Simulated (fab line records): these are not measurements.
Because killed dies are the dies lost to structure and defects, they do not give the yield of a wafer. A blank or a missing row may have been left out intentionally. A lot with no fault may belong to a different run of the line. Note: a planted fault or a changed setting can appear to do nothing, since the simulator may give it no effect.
Chamber matching :: flow nand_harc :: NHARC_A_M1_ETCH_15 on rie_diel-02: 4 sister chambers
The step etches the open film in C4F8/Ar, target depth 182.5 nm, time 91.2 s. 14 wafers are shown with their chamber, then 7 later ones without.

== EACH WAFER AND ITS CHAMBER ==
wafer: L186.1
chamber: 3
run_length_s (s): 112.6
rf_vpp_V (V): 439.1
oes_product_au (a.u.): 0.929

wafer: L186.2
chamber: 1
run_length_s (s): 112.0
rf_vpp_V (V): 443.1
oes_product_au (a.u.): 0.918

wafer: L186.5
chamber: 1
run_length_s (s): 111.7
rf_vpp_V (V): 443.4
oes_product_au (a.u.): 0.922

wafer: L187.1
chamber: 0
run_length_s (s): 112.5
rf_vpp_V (V): 443.0
oes_product_au (a.u.): 0.963

wafer: L187.4
chamber: 2
run_length_s (s): 112.4
rf_vpp_V (V): 440.2
oes_product_au (a.u.): 0.973

wafer: L187.6
chamber: 2
run_length_s (s): 112.3
rf_vpp_V (V): 439.4
oes_product_au (a.u.): 0.971

wafer: L197.1
chamber: 1
run_length_s (s): 112.3
rf_vpp_V (V): 441.5
oes_product_au (a.u.): 0.955

wafer: L197.2
chamber: 0
run_length_s (s): 112.3
rf_vpp_V (V): 443.5
oes_product_au (a.u.): 0.952

wafer: L197.5
chamber: 1
run_length_s (s): 112.0
rf_vpp_V (V): 442.5
oes_product_au (a.u.): 0.955

wafer: L204.1
chamber: 3
run_length_s (s): 113.1
rf_vpp_V (V): 442.5
oes_product_au (a.u.): 0.976

wafer: L204.4
chamber: 1
run_length_s (s): 112.1
rf_vpp_V (V): 442.8
oes_product_au (a.u.): 0.962

wafer: L204.6
chamber: 1
run_length_s (s): 111.9
rf_vpp_V (V): 442.5
oes_product_au (a.u.): 0.958

wafer: L203.1
chamber: 3
run_length_s (s): 113.0
rf_vpp_V (V): 441.2
oes_product_au (a.u.): 0.926

wafer: L203.2
chamber: 2
run_length_s (s): 112.8
rf_vpp_V (V): 441.5
oes_product_au (a.u.): 0.922

SIGNATURES, as means of the wafers listed above
reading: run_length_s
chamber 0: 112.400
chamber 1: 112.000
chamber 2: 112.500
chamber 3: 112.900
scatter within a chamber: 0.224

reading: rf_vpp_V
chamber 0: 443.250
chamber 1: 442.633
chamber 2: 440.367
chamber 3: 440.933
scatter within a chamber: 1.02

reading: oes_product_au
chamber 0: 0.95750
chamber 1: 0.94500
chamber 2: 0.95533
chamber 3: 0.94367
scatter within a chamber: 0.0228
Rule: for a wafer and a chamber, the distance is found by dividing, reading by reading, the gap between the wafer's reading and the chamber's mean by the reading's scatter, squaring, summing and taking the root. If the next closest chamber is less than 2 further off than the closest, the wafer can't be placed; otherwise it belongs to the closest. How the scatter is found: for the shown wafers, subtract from each reading the mean of its chamber, square and add these, divide the total by (wafers less chambers), then take the root.

== WAFERS MISSING THEIR CHAMBER ==
wafer: L203.3
run_length_s (s): 112.3
rf_vpp_V (V): 441.7
oes_product_au (a.u.): 0.921

wafer: L205.4
run_length_s (s): 113.1
rf_vpp_V (V): 439.2
oes_product_au (a.u.): 0.923

wafer: L205.5
run_length_s (s): 111.9
rf_vpp_V (V): 443.7
oes_product_au (a.u.): 0.928

wafer: L205.6
run_length_s (s): 112.6
rf_vpp_V (V): 444.4
oes_product_au (a.u.): 0.916

wafer: L207.3
run_length_s (s): 112.2
rf_vpp_V (V): 441.2
oes_product_au (a.u.): 0.935

wafer: L207.4
run_length_s (s): 112.7
rf_vpp_V (V): 443.1
oes_product_au (a.u.): 0.930

wafer: L207.5
run_length_s (s): 112.6
rf_vpp_V (V): 440.4
oes_product_au (a.u.): 0.931

== THE CHAMBER EACH PASSED THROUGH ==
wafer: L203.3
from the rows above: can't be placed: 1 or 2 or 0 or 3
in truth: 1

wafer: L205.4
from the rows above: can't be placed: 3 or 2
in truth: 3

wafer: L205.5
from the rows above: can't be placed: 1 or 0
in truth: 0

wafer: L205.6
from the rows above: can't be placed: 0 or 1 or 3
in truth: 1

wafer: L207.3
from the rows above: can't be placed: 1 or 2 or 0 or 3
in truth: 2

wafer: L207.4
from the rows above: can't be placed: 0 or 3 or 2 or 1
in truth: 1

wafer: L207.5
from the rows above: can't be placed: 2 or 3 or 0
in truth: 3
Placed correctly: 0 of 7. Unplaceable from these rows: 7, with the true chamber sitting among the candidates in 7. 0 placed wrongly.
